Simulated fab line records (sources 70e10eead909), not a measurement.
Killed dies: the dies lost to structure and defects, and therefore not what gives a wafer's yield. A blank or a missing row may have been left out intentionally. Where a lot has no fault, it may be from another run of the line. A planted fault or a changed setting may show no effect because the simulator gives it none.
A lot that was struck, set against a sound lot | flow nandHarc | 13 steps out of a route of 1302
Sound: the wafers L527.4, L527.5, L527.6. The struck wafers were L519.2, L519.3, L519.6. Last of all comes the cause.
Each step with rows lists, per side, the tool, then ch with its chambers, then its first start. Under that, the readings that differ: sound wafers | struck wafers | difference of the means | sigmas: that difference in standard deviations of wafers without a fault.
alike: same words and numbers on both sides, and readings whose means sit less than 2 such deviations apart. not compared: any withheld reading, any reading some wafer has no value for, any bound like >300 that may hide the same value, and any number with overlapping values for which the record gives no deviation.
A row with sigmas, a row that says differs or no value, or rows on one side alone: a step with any of these is where the two part. When numbers do not overlap yet have no deviation, they are printed without sigmas and do not part them. A reading missing from all wafers of one side parts the sides only when that side holds two or more wafers.

NHARC_A_CONTACT_DEP_24: deposits SiO2, target thk 500 nm.
  sound on pecvd-04 ch 0,1,2, day 30 03:35; struck on pecvd-01 ch 0,2, day 27 04:43
  alike: heaterPowerW, mfcPrecursorSccm, throttleValvePct
NHARC_A_CONTACT_DEP_28: deposits aC, target thk 7000 nm.
  sound on aclDep-02 ch 0, day 30 07:59; struck on aclDep-03 ch 0, day 27 06:16
  alike: throttleValvePct
NHARC_A_CONTACT_DEP_29: deposits SiON, target thk 100 nm.
  sound on pecvd-04 ch 0,1,2, day 30 10:13; struck on pecvd-03 ch 1,2, day 27 09:49
  alike: heaterPowerW
then, 8 steps without rows for these wafers: NHARC_A_CONTACT_DEHYDRATE_32 (time 120 s); NHARC_A_CONTACT_HMDS_33 (time 30 s); NHARC_A_CONTACT_COAT_34 (time 75 s); NHARC_A_CONTACT_COAT_35 (time 65 s); NHARC_A_CONTACT_COAT_36 (resist thk 90 nm); NHARC_A_CONTACT_SOFTBAKE_37 (time 55 s); NHARC_A_CONTACT_EBR_38; NHARC_A_CONTACT_EXPOSE_39 (exposes mask A CC 3).
NHARC_A_CONTACT_PEB_40: peb time 65 s.
  sound on lithoTrack-04 ch 0, day 30 10:40; struck on lithoTrack-04, day 27 10:26
  no value came back on the struck wafers for chillPlateTempC (C), exhaustPa (Pa), pebTimeS (s); on the sound wafers chillPlateTempC (C) reads 22.86 23.06 22.96
then, 1 step without rows for these wafers: NHARC_A_CONTACT_DEVELOP_41 (develop time 35 s).

== WHERE THEY PART ==
Within this record, at NHARC_A_CONTACT_PEB_40 only.

WHY: the cause the simulator had injected
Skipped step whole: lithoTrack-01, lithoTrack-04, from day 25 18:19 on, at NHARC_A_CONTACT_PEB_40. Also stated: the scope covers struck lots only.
